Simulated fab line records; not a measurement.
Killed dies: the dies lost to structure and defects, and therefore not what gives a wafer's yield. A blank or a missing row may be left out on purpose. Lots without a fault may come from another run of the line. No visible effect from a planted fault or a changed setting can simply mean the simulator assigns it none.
fab line records	flow n5_finfet
record lots=14	wafers=38	last_day=17
route steps=1938 shown MOL_CONTACT_COAG@580
lots with no fault: from the same line, run without faults
start_h: the number of hours between the record's first day and the start of the first shown wafer of the lot	wait_h: hours since the lot's step before	" as in the row above	L1.1+2: several wafers, shown together as one row	- value missing, or start not given	* or withheld: withheld	< > ~ a bound
route shown NAME@n: a module of which the file shows steps, and the number in the route of the first	usual: average and standard deviation across the fault-free wafers	same: alike in all rows	chamber/n: place in a boat	sites: each site's reading	_std_site: the values' standard deviation	_edge_site: mean of outer sites minus mean of inner sites	radius_mm: for every site, how far away it sits from the centre of the wafer	mask NAME#n: copy n	behind: the last tool/chamber to shape the wafer	hold: the reason the lot was held/the length of the hold in hours/how it ended	device: transistor that didn't switch, given as n, p or np	end of line: tests of these same wafers at the route's end	step lacking rows: just its recipe	killed: at the first sort, the dies lost to defects and structure; wafer yield is something else	map: the dies of a wafer, with x for killed, . for not killed, _ for no die there
set.NAME: the setting as run; set.NAME@STEP: as run at that earlier step	model.NAME: the simulator's own value behind a step, which no gauge read
the route's steps for a sample of lots (tables are steps, rows are wafers)
services: a tool's chamber out of use, with start hour (start_h, from the record's first day; less than 0 if before it), hours out, and reason
## steps
# step N5_MOL_CONTACT_COAG_ETCHBACK_132
# recipe chemistry=CHF3	target=SiO2	target_depth_a=100	time_s=6.7	ion_energy_ev=200	pressure_mtorr=30	source_w=610	bias_w=170	Ar_flow_sccm=200	CHF3_flow_sccm=50
# usual bias_w=170.0/0.48	drypump_motor_current_A=5.7/0.45	oes_product_au=0.85/0.071	rf_vpp_V=525/12	showerhead_plenum_p_Torr=2.43/0.068	throttle_valve_pct=18.61/0.28
lot.wafer	tool	chamber	start_h	wait_h	bias_w	drypump_motor_current_A	oes_product_au	rf_hours_counter_h	rf_vpp_V	showerhead_plenum_p_Torr	throttle_valve_pct
L221.2	rie_diel-02	3	109.41	0.1	169.8	4.9	0.85	61	518	2.42	18.36
L221.3	"	2	"	"	170.3	5.6	0.69	223	528	2.35	18.79
L221.6	"	3	"	"	170.5	4.9	0.85	-	518	2.42	18.34
L222.1	rie_diel-03	3	111.42	0.1	170.4	5.7	0.89	29	552	2.42	18.45
L222.3	"	0	"	"	170.3	6.1	0.85	73	518	2.42	19.03
L223.2	rie_diel-06	2	121.74	0.1	170.0	5.1	0.91	12	524	2.43	18.26
L223.3	"	0	"	"	170.1	6.2	0.88	32	537	2.51	18.20
L223.6	"	2	"	"	169.8	5.1	0.92	-	524	2.43	18.26
L224.1	rie_diel-02	0	125.42	0.1	169.9	6.4	0.99	6	521	2.35	18.93
L224.2	"	2	"	"	170.0	5.6	0.69	229	528	2.35	18.81
L224.5	"	2	"	"	170.1	5.6	0.69	-	526	2.35	18.82
L225.1	rie_diel-06	0	129.93	0.1	169.4	6.1	0.88	35	536	2.51	18.20
L225.5	"	1	"	"	170.0	6.1	0.80	-	523	2.30	18.62
L225.6	"	0	"	"	169.3	6.1	0.88	-	539	2.51	18.20
L228.1	rie_diel-06	0	143.91	0.1	169.9	6.2	0.87	41	538	2.51	18.22
L228.3	"	1	"	"	170.2	6.1	0.80	93	519	2.30	18.64
L230.2	rie_diel-02	1	157.73	0.1	169.5	5.7	0.69	249	535	2.44	18.72
L230.4	"	2	"	"	169.5	5.6	0.68	239	527	2.35	18.83
L230.5	"	0	"	"	169.8	6.4	0.95	-	522	2.35	18.92
L231.3	rie_diel-03	1	164.13	0.2	170.1	5.7	0.93	14	510	2.51	18.46
L231.6	"	1	"	"	168.6	5.7	0.93	-	510	2.51	18.47
L234.1	rie_diel-03	2	189.22	0.1	169.3	5.5	0.88	40	509	2.51	18.80
L234.5	"	0	"	"	169.9	6.2	0.81	-	517	2.41	19.09
L234.6	"	2	"	"	170.0	5.5	0.89	-	511	2.51	18.81
L235.3	rie_diel-03	2	191.60	0.3	169.2	5.5	0.88	41	510	2.51	18.82
L235.4	"	0	"	"	170.0	6.1	0.81	-	516	2.41	19.09
L235.5	"	3	"	"	169.2	5.6	0.85	-	550	2.41	18.50
L236.2	rie_diel-06	2	196.13	0.1	170.3	5.1	0.86	40	525	2.42	18.29
L236.5	"	2	"	"	170.2	5.1	0.87	-	522	2.42	18.30
L236.6	"	3	"	"	170.4	5.8	0.85	-	526	2.51	18.54
L237.1	rie_diel-03	0	203.53	0.2	169.8	6.2	0.81	105	517	2.41	19.08
L237.2	"	2	"	"	170.9	5.5	0.88	45	510	2.51	18.84
L237.4	"	3	"	"	170.3	5.7	0.83	-	549	2.41	18.50
L242.3	rie_diel-03	1	229.93	0.1	170.1	5.7	0.89	32	511	2.50	18.47
L242.6	"	3	"	"	170.4	5.7	0.83	-	550	2.41	18.52
L243.1	rie_diel-02	1	238.58	0.1	170.1	5.7	0.96	6	535	2.43	18.31
L243.3	"	0	"	"	170.1	6.5	0.88	51	520	2.34	19.00
L243.4	"	1	"	"	170.3	5.7	0.95	-	533	2.43	18.33
# step N5_MOL_CONTACT_COAG_CD_MEAS_137
# recipe target_cd_nm=16
# usual cd_nm=15.9/0.32
lot.wafer	tool	chamber	start_h	wait_h	cd_nm
L221.2	cd_sem-02	-	109.91	0.0	16.1
L221.3	"	-	"	"	15.7
L221.6	"	-	"	"	15.9
L222.1	cd_sem-03	-	111.91	0.0	16.1
L222.3	"	-	"	"	16.1
L223.2	cd_sem-01	-	122.23	0.0	16.0
L223.3	"	-	"	"	16.2
L223.6	"	-	"	"	15.7
L224.1	cd_sem-03	-	125.91	0.0	16.0
L224.2	"	-	"	"	16.2
L224.5	"	-	"	"	16.3
L225.1	cd_sem-03	-	130.43	0.0	15.9
L225.5	"	-	"	"	16.0
L225.6	"	-	"	"	16.4
L228.1	cd_sem-02	-	144.40	0.0	15.9
L228.3	"	-	"	"	15.5
L230.2	cd_sem-02	-	158.22	0.0	15.8
L230.4	"	-	"	"	15.2
L230.5	"	-	"	"	15.8
L231.3	cd_sem-02	-	164.63	0.0	15.8
L231.6	"	-	"	"	16.4
L234.1	cd_sem-02	-	189.71	0.0	16.1
L234.5	"	-	"	"	16.1
L234.6	"	-	"	"	16.6
L235.3	cd_sem-01	-	192.10	0.0	15.7
L235.4	"	-	"	"	15.7
L235.5	"	-	"	"	15.4
L236.2	cd_sem-03	-	196.63	0.0	16.4
L236.5	"	-	"	"	16.0
L236.6	"	-	"	"	16.4
L237.1	cd_sem-01	-	204.02	0.0	15.9
L237.2	"	-	"	"	15.5
L237.4	"	-	"	"	15.7
L242.3	cd_sem-02	-	230.43	0.0	15.8
L242.6	"	-	"	"	15.6
L243.1	cd_sem-02	-	239.08	0.0	16.0
L243.3	"	-	"	"	16.1
L243.4	"	-	"	"	15.5
# step N5_MOL_CONTACT_COAG_PEB_38
# recipe peb_temp_c=100	peb_time_s=60	resist=CAR-EUV
# usual chill_plate_temp_C=22.99/0.099	exhaust_pa=44.8/1
lot.wafer	tool	chamber	start_h	wait_h	chill_plate_temp_C	exhaust_pa
L221.2	litho_track-04	0	110.16	0.1	23.02	44.2
L221.3	"	0	"	"	23.01	44.8
L221.6	"	0	"	"	23.02	43.7
L222.1	litho_track-03	0	112.16	0.1	22.95	44.2
L222.3	"	0	"	"	22.94	45.6
L223.2	litho_track-02	0	122.49	0.1	22.95	45.6
L223.3	"	0	"	"	23.11	42.4
L223.6	"	0	"	"	23.12	43.8
L224.1	litho_track-04	0	126.29	0.1	23.09	43.7
L224.2	"	0	"	"	23.08	43.3
L224.5	"	0	"	"	23.07	43.3
L225.1	litho_track-04	0	130.68	0.1	22.93	45.2
L225.5	"	0	"	"	22.92	44.1
L225.6	"	0	"	"	22.96	45.4
L228.1	litho_track-03	0	144.78	0.1	22.71	44.0
L228.3	"	0	"	"	22.91	42.9
L230.2	litho_track-04	0	158.60	0.1	22.89	45.7
L230.4	"	0	"	"	22.90	45.1
L230.5	"	0	"	"	23.02	43.8
L231.3	litho_track-04	0	165.00	0.1	23.11	45.5
L231.6	"	0	"	"	22.87	44.3
L234.1	litho_track-03	0	189.96	0.1	23.14	44.3
L234.5	"	0	"	"	23.14	45.1
L234.6	"	0	"	"	23.02	43.3
L235.3	litho_track-02	-	192.35	0.1	-	-
L235.4	"	-	"	"	-	-
L235.5	"	-	"	"	-	-
L236.2	litho_track-03	-	196.88	0.1	-	-
L236.5	"	-	"	"	-	-
L236.6	"	-	"	"	-	-
L237.1	litho_track-02	0	204.40	0.1	23.06	45.1
L237.2	"	0	"	"	22.89	45.3
L237.4	"	0	"	"	22.96	45.0
L242.3	litho_track-02	0	230.80	0.1	23.05	46.7
L242.6	"	0	"	"	23.11	45.9
L243.1	litho_track-02	0	239.33	0.1	22.94	42.9
L243.3	"	0	"	"	23.03	44.0
L243.4	"	0	"	"	23.20	45.8
# step N5_MOL_CONTACT_COAG_ETCHBACK_134
# recipe chemistry=CHF3	target=SiO2	target_depth_a=100	time_s=6.7	ion_energy_ev=200	pressure_mtorr=30	source_w=610	bias_w=170	Ar_flow_sccm=200	CHF3_flow_sccm=50
# usual bias_w=170.0/0.53	drypump_motor_current_A=5.7/0.44	oes_product_au=0.84/0.075	rf_vpp_V=525/12	showerhead_plenum_p_Torr=2.42/0.068	throttle_valve_pct=18.63/0.28
lot.wafer	tool	chamber	start_h	wait_h	bias_w	drypump_motor_current_A	oes_product_au	rf_hours_counter_h	rf_vpp_V	showerhead_plenum_p_Torr	throttle_valve_pct
L221.2	rie_diel-06	1	110.97	0.2	169.4	6.1	0.81	80	520	2.31	18.61
L221.3	"	2	"	"	169.3	5.1	0.93	8	524	2.44	18.26
L221.6	"	0	"	"	169.6	6.1	0.88	-	538	2.52	18.20
L222.1	rie_diel-06	1	113.16	0.1	170.3	6.1	0.81	81	521	2.31	18.61
L222.3	"	2	"	"	170.2	5.1	0.93	9	524	2.43	18.26
L223.2	rie_diel-02	3	123.07	0.1	169.9	4.9	0.83	65	519	2.42	18.34
L223.3	"	0	"	"	169.7	6.5	0.99	6	522	2.35	18.92
L223.6	"	2	"	"	169.7	5.6	0.69	-	526	2.35	18.81
L224.1	rie_diel-02	1	127.20	0.1	170.3	5.7	0.69	240	535	2.44	18.70
L224.2	"	0	"	"	170.3	6.4	0.98	7	520	2.35	18.91
L224.5	"	3	"	"	170.7	4.9	0.83	-	518	2.42	18.35
L225.1	rie_diel-06	2	131.21	0.1	168.9	5.1	0.90	16	523	2.43	18.27
L225.5	"	2	"	"	169.4	5.1	0.91	-	523	2.43	18.27
L225.6	"	0	"	"	170.0	6.1	0.87	-	538	2.51	18.21
L228.1	rie_diel-03	3	145.47	0.2	170.1	5.6	0.86	42	551	2.42	18.47
L228.3	"	0	"	"	169.6	6.1	0.83	86	517	2.41	19.05
L230.2	rie_diel-03	3	159.31	0.1	169.7	5.6	0.86	48	550	2.42	18.48
L230.4	"	2	"	"	169.3	5.5	0.90	31	510	2.51	18.81
L230.5	"	3	"	"	171.1	5.6	0.86	-	550	2.42	18.49
L231.3	rie_diel-02	0	165.50	0.1	169.9	6.4	0.94	20	522	2.35	18.93
L231.6	"	3	"	"	169.9	4.9	0.82	-	518	2.42	18.38
L234.1	rie_diel-06	1	190.49	0.1	169.8	6.1	0.78	109	521	2.30	18.66
L234.5	"	2	"	"	170.1	5.1	0.87	-	523	2.42	18.30
L234.6	"	1	"	"	169.8	6.1	0.79	-	521	2.30	18.65
L235.3	rie_diel-02	3	193.19	0.2	169.5	5.0	0.80	91	517	2.41	18.40
L235.4	"	0	"	"	170.5	6.5	0.92	-	520	2.34	18.96
L235.5	"	2	"	"	169.8	5.6	0.68	-	526	2.34	18.85
L236.2	rie_diel-02	2	197.38	0.1	171.1	5.6	0.67	251	527	2.34	18.84
L236.5	"	0	"	"	170.7	6.4	0.91	-	520	2.34	18.94
L236.6	"	3	"	"	170.0	4.9	0.81	-	519	2.41	18.41
L237.1	rie_diel-03	2	205.30	0.1	169.9	5.5	0.88	46	511	2.51	18.81
L237.2	"	0	"	"	170.0	6.1	0.81	106	517	2.41	19.10
L237.4	"	2	"	"	170.9	5.5	0.89	-	510	2.51	18.83
L242.3	rie_diel-03	2	231.34	0.1	170.9	5.5	0.87	54	510	2.50	18.82
L242.6	"	0	"	"	170.1	6.1	0.80	-	517	2.40	19.10
L243.1	rie_diel-03	2	239.83	0.1	169.3	5.5	0.87	57	510	2.50	18.84
L243.3	"	3	"	"	171.2	5.6	0.83	74	549	2.41	18.54
L243.4	"	0	"	"	170.4	6.1	0.80	118	517	2.40	19.11
## services
tool	chamber	start_h	hours	kind
rie_diel-06	1	86.68	6.4	repair
rie_diel-06	3	86.70	63.1	repair
rie_diel-06	2	88.79	6.8	repair
rie_diel-06	-	92.52	4.2	repair
rie_diel-03	1	96.15	-	clean
rie_diel-03	1	96.15	-	consumable_replace:focus_ring
rie_diel-03	1	96.15	-	consumable_replace:showerhead
rie_diel-03	1	96.15	24.7	scheduled_down
rie_diel-03	1	96.15	24.7	vent_cycle
rie_diel-02	2	177.14	9.3	repair
rie_diel-02	1	178.63	14.1	repair
rie_diel-03	1	186.86	6.5	repair
rie_diel-02	1	193.11	-	clean
rie_diel-02	1	193.11	-	consumable_replace:focus_ring
rie_diel-02	1	193.11	25.0	scheduled_down
rie_diel-02	1	193.11	25.0	vent_cycle
rie_diel-03	1	202.38	5.7	repair
rie_diel-03	-	207.12	0.4	repair
rie_diel-02	2	220.79	6.6	repair
rie_diel-02	3	222.10	1.4	repair
rie_diel-02	2	227.67	-	clean
rie_diel-02	2	227.67	-	consumable_replace:focus_ring
rie_diel-02	2	227.67	19.5	scheduled_down
rie_diel-02	2	227.67	19.5	vent_cycle
## key
first_sign step=N5_MOL_CONTACT_COAG_PEB_38	reading=tool_record	direction=missing
effect none on later readings
met_at N5_MOL_CONTACT_COAG_PEB_38
struck_lots L235,L236
later_rows_left_out L235.3,L235.4,L235.5,L236.2,L236.5,L236.6
sort_left_out L235.3,L235.4,L235.5,L236.2,L236.5,L236.6
not_acting_at N5_MOL_CONTACT_COAG_ETCHBACK_132,N5_MOL_CONTACT_COAG_CD_MEAS_137,N5_MOL_CONTACT_COAG_ETCHBACK_134
onset_between 189.96 192.35
fault kind=skipped_step_whole	tool=litho_track-02,litho_track-03	chamber=-	onset_h=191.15	steps=N5_MOL_CONTACT_COAG_PEB_38	scope=struck_lots_only
# sort_left_out: the simulated sort isn't trusted on such a fault, so these wafers' sort isn't shown, and their yield isn't known
# later_rows_left_out: the simulator's readings of these wafers behind a module that went badly wrong aren't trusted and aren't shown, but for the sort
